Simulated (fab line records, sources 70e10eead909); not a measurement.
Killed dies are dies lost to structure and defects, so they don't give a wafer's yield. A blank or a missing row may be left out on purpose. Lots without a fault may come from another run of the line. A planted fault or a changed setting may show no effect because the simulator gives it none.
Chamber matching | flow nand_harc | NHARC_A_CONTACT_ETCH_90 on rie_diel-04: 4 sister chambers
The step etches the open film in CH3F/O2, target depth 40 nm, time 85.7 s. 22 wafers are shown with their chamber, then 11 later ones without.

WAFERS WITH THEIR CHAMBER
wafer  | chamber | showerhead_plenum_p_Torr (Torr) | drypump_motor_current_A (A) | rf_vpp_V (V)
L074.2 | 3       | 2.52                            | 5.8                         | 246.4
L074.3 | 2       | 2.32                            | 6.2                         | 243.1
L074.6 | 0       | 2.38                            | 5.8                         | 244.0
L077.4 | 0       | 2.37                            | 5.8                         | 243.2
L077.5 | 1       | 2.49                            | 5.7                         | 246.0
L077.6 | 0       | 2.38                            | 5.8                         | 241.8
L076.2 | 0       | 2.37                            | 5.8                         | 242.4
L076.3 | 2       | 2.32                            | 6.2                         | 242.7
L076.4 | 1       | 2.49                            | 5.7                         | 245.6
L080.2 | 0       | 2.37                            | 5.8                         | 243.1
L080.4 | 1       | 2.49                            | 5.6                         | 245.2
L080.6 | 2       | 2.31                            | 6.2                         | 242.1
L082.1 | 3       | 2.52                            | 5.8                         | 245.8
L082.2 | 0       | 2.37                            | 5.9                         | 243.6
L082.5 | 2       | 2.31                            | 6.2                         | 242.8
L085.2 | 3       | 2.52                            | 5.8                         | 245.8
L085.3 | 1       | 2.49                            | 5.7                         | 244.1
L085.4 | 0       | 2.37                            | 5.8                         | 243.5
L089.1 | 1       | 2.49                            | 5.7                         | 245.8
L089.2 | 0       | 2.37                            | 5.9                         | 244.1
L089.6 | 3       | 2.52                            | 5.8                         | 246.4
L091.3 | 2       | 2.31                            | 6.2                         | 241.8

SIGNATURES (means of the wafers above)
reading                  | chamber 0 | chamber 1 | chamber 2 | chamber 3 | scatter within a chamber
showerhead_plenum_p_Torr | 2.3725    | 2.4900    | 2.3140    | 2.5200    | 0.00387
drypump_motor_current_A  | 5.825     | 5.680     | 6.200     | 5.800     | 0.0357
rf_vpp_V                 | 243.213   | 245.340   | 242.500   | 246.100   | 0.67
Rule: a wafer's distance from a chamber is the root of the sum, over the readings, of the square of ((its reading less the chamber's mean) divided by the reading's scatter). The wafer belongs to the nearest chamber; if the next one is less than 2 further off, it can't be placed. The scatter: the root of (the sum of the squares of (reading less its chamber's mean) over the shown wafers, divided by (wafers less chambers)).

WAFERS WITHOUT THEIR CHAMBER
wafer  | showerhead_plenum_p_Torr (Torr) | drypump_motor_current_A (A) | rf_vpp_V (V)
L091.4 | 2.52                            | 5.7                         | 243.9
L091.6 | 2.31                            | 6.2                         | 242.8
L088.3 | 2.52                            | 5.7                         | 246.2
L088.4 | 2.49                            | 5.6                         | 244.6
L088.6 | 2.52                            | 5.7                         | 245.2
L092.4 | 2.51                            | 5.8                         | 245.6
L092.5 | 2.36                            | 5.8                         | 244.3
L092.6 | 2.48                            | 5.7                         | 244.3
L096.2 | 2.36                            | 5.8                         | 243.3
L096.3 | 2.51                            | 5.8                         | 245.0
L096.5 | 2.31                            | 6.2                         | 243.6

WHICH CHAMBER EACH WENT THROUGH
wafer  | from the rows above | in truth
L091.4 | 3                   | 3
L091.6 | 2                   | 2
L088.3 | 3                   | 3
L088.4 | 1                   | 1
L088.6 | 3                   | 3
L092.4 | 3                   | 3
L092.5 | 0                   | 0
L092.6 | 1                   | 1
L096.2 | 0                   | 0
L096.3 | 3                   | 3
L096.5 | 2                   | 2
Placed correctly: 11 of 11. Can't be placed from these rows: 0. Placed wrongly: 0.
